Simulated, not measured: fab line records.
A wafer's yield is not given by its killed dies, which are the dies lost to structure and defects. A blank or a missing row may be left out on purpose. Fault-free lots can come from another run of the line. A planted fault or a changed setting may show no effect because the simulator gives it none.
Which tool was responsible? ; flow nand-harc ; 11 lots with 33 wafers sampled at 5 steps, on a route of 1302 steps

WHAT THE GAUGES READ, wafer by wafer
NHARC_A_M0_OVL_MEAS_10: pitch 160 nm. Usual: overlay-x-nm 0.3 nm, standard deviation 0.8; overlay-y-nm 0.2 nm, standard deviation 0.81.
lot;measured;on;overlay-x-nm (nm);overlay-y-nm (nm);flag
L148;day 23 12:05;overlay-02;0.9 0.7 0.8;-0.4 -0.5 -0.3;
L147;day 23 14:28;overlay-01;-0.2 -0.1 -0.4;-0.1 -0.1 -0.4;
L153;day 25 09:52;overlay-02;-0.9 -0.5 -0.3;-0.4 -0.2 -0.7;
L154;day 25 18:05;overlay-01;1.4 1.4 1.9;1.1 0.9 1.0;
L157;day 27 18:26;overlay-02;0.2 0.2 0.4;-0.5 0.3 -0.2;
L156;day 27 21:24;overlay-01;0.7 1.3 0.7;0.7 0.1 0.8;
L158;day 28 12:32;overlay-02;0.9 0.7 1.1;0.3 0.2 0.7;
L163;day 29 15:31;overlay-01;0.6 0.8 1.0;0.7 1.0 0.9;
L166;day 30 18:52;overlay-02;-1.0 -0.5 -0.8;0.8 1.4 0.8;
L165;day 30 20:40;overlay-02;0.7 0.3 -0.2;0.0 -1.2 -0.9;
L170;day 33 04:56;overlay-01;0.0 0.2 0.0;0.5 0.3 0.8;

NHARC_END_SORT_01. Usual: defect-limited-yield 91.8 %, standard deviation 2.3; killed-at-array 51, standard deviation 16; killed-at-other 0.6, standard deviation 0.88; killed-at-periphery 4.0, standard deviation 2.6; killed-dies 55, standard deviation 16; killed-open 3.5, standard deviation 1.9; killed-short 2.3, standard deviation 1.6; sort_bin_2_pct 2.9 %, standard deviation 1.1; sort_bin_3_pct 0.6 %, standard deviation 0.41; sort_bin_4_pct 4.6 %, standard deviation 1.3; sort-n-pass 622, standard deviation 16; sort-rim-yield-pct 93 %, standard deviation 3.2; sort-yield-pct 91.8 %, standard deviation 2.3.
lot;measured;on;defect-limited-yield (%);killed-at-array;killed-at-other;killed-at-periphery;killed-dies;killed-open;killed-short;sort_bin_2_pct (%);sort_bin_3_pct (%);sort_bin_4_pct (%);sort-n-pass;sort-rim-yield-pct (%);sort-yield-pct (%);flag
L147;day 25 10:09;prober-02;94.8 92.2 91.6;32 51 55;0 0 0;3 2 2;35 53 57;6 5 2;2 4 1;1.2 2.4 3.0;0 0.7 0.9;4.0 4.7 4.6;642 624 620;91 96 97;94.8 92.2 91.6;
L153;day 27 02:44;prober-01;93.5 94.5 94.8;42 35 32;0 1 1;2 1 2;44 37 35;9 2 2;1 1 3;2.5 1.5 2.2;0.1 0.4 0.4;3.8 3.5 2.5;633 640 642;92 91 90;93.5 94.5 94.8;
L154;day 27 11:49;prober-02;88.2 86.9 88.3;78 88 74;0 0 0;2 1 5;80 89 79;3 3 5;1 2 5;4.9 4.6 3.7;1.6 1.8 1.6;5.3 6.8 6.4;597 588 598;88 89 91;88.2 86.9 88.3;
L157;day 29 16:44;prober-01;93.9 93.2 91.3;35 42 53;0 0 0;6 4 6;41 46 59;7 3 6;5 3 5;2.4 1.5 2.5;0.3 0.4 0.3;3.4 4.9 5.9;636 631 618;90 96 97;93.9 93.2 91.3;
L156;day 29 16:45;prober-02;88.5 89.7 88.0;66 60 73;0 3 1;12 7 7;78 70 81;3 3 3;2 3 2;4.4 3.1 4.9;0.7 0.7 0.6;6.4 6.5 6.5;599 607 596;97 87 92;88.5 89.7 88.0;
L166;day 32 09:21;prober-01;92.0 93.6 93.6;51 39 36;1 1 1;2 3 6;54 43 43;5 5 2;8 1 3;1.5 2.2 1.9;0.6 0.4 0;5.9 3.7 4.4;623 634 634;91 92 99;92.0 93.6 93.6;
L165;day 32 21:03;prober-01;91.4 91.4 89.5;54 56 66;1 0 2;3 2 3;58 58 71;3 5 3;0 0 5;3.5 4.1 3.8;1.5 1.0 1.0;3.5 3.4 5.6;619 619 606;93 91 90;91.4 91.4 89.5;

WHAT TOOL EACH LOT RAN ON (gives the tool, then ch and the chambers of the sampled wafers, and finally the start)
lot;NHARC_A_BLC_PVD_32;NHARC_A_M0_ETCH_34;NHARC_A_M0_PVD_21
L148;pvd-sputter-03, day 23 12:05 or earlier;rie-diel-02 ch 1,3, day 23 12:16;pvd-sputter-01, day 23 13:19
L147;pvd-sputter-03, day 23 14:28 or earlier;rie-diel-10 ch 1,2, day 23 14:39;pvd-sputter-02, day 23 15:42
L153;pvd-sputter-02, day 25 09:52 or earlier;rie-diel-10 ch 1,2,3, day 25 10:04;pvd-sputter-02, day 25 11:07
L154;pvd-sputter-01, day 25 18:05 or earlier;rie-diel-11 ch 1,2,3, day 25 18:16;pvd-sputter-02, day 25 19:20
L157;pvd-sputter-01, day 27 18:26 or earlier;rie-diel-02 ch 0,1,3, day 27 18:37;pvd-sputter-01, day 27 19:43
L156;pvd-sputter-03, day 27 21:24 or earlier;rie-diel-10 ch 0,2, day 27 21:36;pvd-sputter-01, day 27 22:41
L158;pvd-sputter-01, day 28 12:32 or earlier;rie-diel-10 ch 0,2,3, day 28 12:45;pvd-sputter-02, day 28 13:52
L163;pvd-sputter-01, day 29 15:31 or earlier;rie-diel-10 ch 0,2,3, day 29 15:42;pvd-sputter-03, day 29 16:46
L166;pvd-sputter-02, day 30 18:52 or earlier;rie-diel-11 ch 0,3, day 30 19:04;pvd-sputter-02, day 30 20:13
L165;pvd-sputter-02, day 30 20:40 or earlier;rie-diel-11 ch 1,3, day 30 20:51;pvd-sputter-02, day 30 22:04
L170;pvd-sputter-02, day 33 04:56 or earlier;rie-diel-10 ch 0,1,2, day 33 05:08;pvd-sputter-01, day 33 06:11
- NHARC_A_BLC_PVD_32: deposits Ti, target thk 5 nm, time 17.7 s.
- NHARC_A_M0_ETCH_34: etches the open film in N2/H2, target depth 40 nm, overetch 12 nm, time 43.94 s.
- NHARC_A_M0_PVD_21: deposits Cu, target thk 30 nm, time 20.49 s.

AS READ BY THE TOOLS THEMSELVES (means over the sampled wafers that have a number; for cases with no such wafer, the mark the record gives instead)
NHARC_A_BLC_PVD_32. Usual: cathode-dc-power-W 4999.9 W, standard deviation 0.99; throttle-valve-pct 29.9 %, standard deviation 1.5.
lot;tool;cathode-dc-power-W (W);throttle-valve-pct (%);flag
L148;pvd-sputter-03;4999.8;31.4;
L147;pvd-sputter-03;5001.0;30.1;
L153;pvd-sputter-02;4999.6;31.1;
L154;pvd-sputter-01;4999.2;29.2;
L157;pvd-sputter-01;4999.7;28.6;
L156;pvd-sputter-03;5000.0;30.1;
L158;pvd-sputter-01;4999.7;29.2;
L163;pvd-sputter-01;4999.3;29.1;
L166;pvd-sputter-02;5000.5;31.6;
L165;pvd-sputter-02;4998.5;28.7;
L170;pvd-sputter-02;5000.1;30.9;

NHARC_A_M0_ETCH_34. Usual: bias-w 150.0 W, standard deviation 0.43; drypump-motor-current-A 5.8 A, standard deviation 0.48; oes-product-au 0.999 a.u., standard deviation 0.0083; rf-vpp-V 429.3 V, standard deviation 1.7; showerhead-plenum-p-Torr 2.00 Torr, standard deviation 0.05; throttle-valve-pct 14.171 %, standard deviation 0.0092.
lot;tool;bias-w (W);drypump-motor-current-A (A);oes-product-au (a.u.);rf-vpp-V (V);showerhead-plenum-p-Torr (Torr);throttle-valve-pct (%);flag
L148;rie-diel-02;149.4;5.7;1.000;429.1;1.98;14.167;
L147;rie-diel-10;149.6;5.4;1.001;428.8;1.98;14.168;
L153;rie-diel-10;150.2;5.6;0.994;429.4;1.98;14.175;
L154;rie-diel-11;150.1;5.5;1.006;430.1;2.02;14.168;
L157;rie-diel-02;149.8;5.9;0.994;429.0;1.98;14.170;
L156;rie-diel-10;149.7;5.7;1.002;430.1;2.01;14.168;
L158;rie-diel-10;150.1;5.8;1.000;429.3;2.00;14.173;
L163;rie-diel-10;149.7;5.8;1.000;429.7;2.00;14.177;
L166;rie-diel-11;149.8;5.3;0.994;431.4;2.08;14.170;
L165;rie-diel-11;150.2;5.1;1.001;429.9;2.03;14.171;
L170;rie-diel-10;150.4;5.6;1.001;429.2;1.99;14.168;

NHARC_A_M0_PVD_21. Usual: cathode-dc-power-W 5000.0 W, standard deviation 0.86; throttle-valve-pct 30.0 %, standard deviation 1.5.
lot;tool;cathode-dc-power-W (W);throttle-valve-pct (%);flag
L148;pvd-sputter-01;4999.8;28.5;
L147;pvd-sputter-02;5000.1;30.9;
L153;pvd-sputter-02;5000.1;31.0;
L154;pvd-sputter-02;4999.3;30.0;
L157;pvd-sputter-01;5000.3;29.4;
L156;pvd-sputter-01;5000.3;29.7;
L158;pvd-sputter-02;4999.9;29.8;
L163;pvd-sputter-03;4999.6;30.8;
L166;pvd-sputter-02;4619.1;30.3;OFF
L165;pvd-sputter-02;4619.6;28.7;OFF
L170;pvd-sputter-01;5000.5;29.1;

THE ANSWER, worked out from the rows above alone
Rule: a lot is off if the mean of its wafers that have a number lies more than 3 standard deviations from the usual mean. A lot without any number at a reading at which 4 lots or more have one is off too. The other lots that the step has rows for count as sound. First the gauges in route order, then the tools' own readings, where a lot's mean is used as printed above. The first step at which some lot is off is used, and at that step the reading that is off furthest; a lot without a number counts as furthest.
Off: L166, L165 (NHARC_A_M0_PVD_21, cathode-dc-power-W).
If a tool, at that step or one of the process steps before it, ran each lot that is off and ran no sound lot following the first of them, it fits. With no start given for some of its lots, NHARC_A_BLC_PVD_32 uses the hours and lot order of NHARC_A_M0_OVL_MEAS_10. This does not decide it: 2 tools fit, namely rie-diel-11 at NHARC_A_M0_ETCH_34 and pvd-sputter-02 at NHARC_A_M0_PVD_21.

WHAT HAD BEEN PUT IN BY THE SIMULATOR
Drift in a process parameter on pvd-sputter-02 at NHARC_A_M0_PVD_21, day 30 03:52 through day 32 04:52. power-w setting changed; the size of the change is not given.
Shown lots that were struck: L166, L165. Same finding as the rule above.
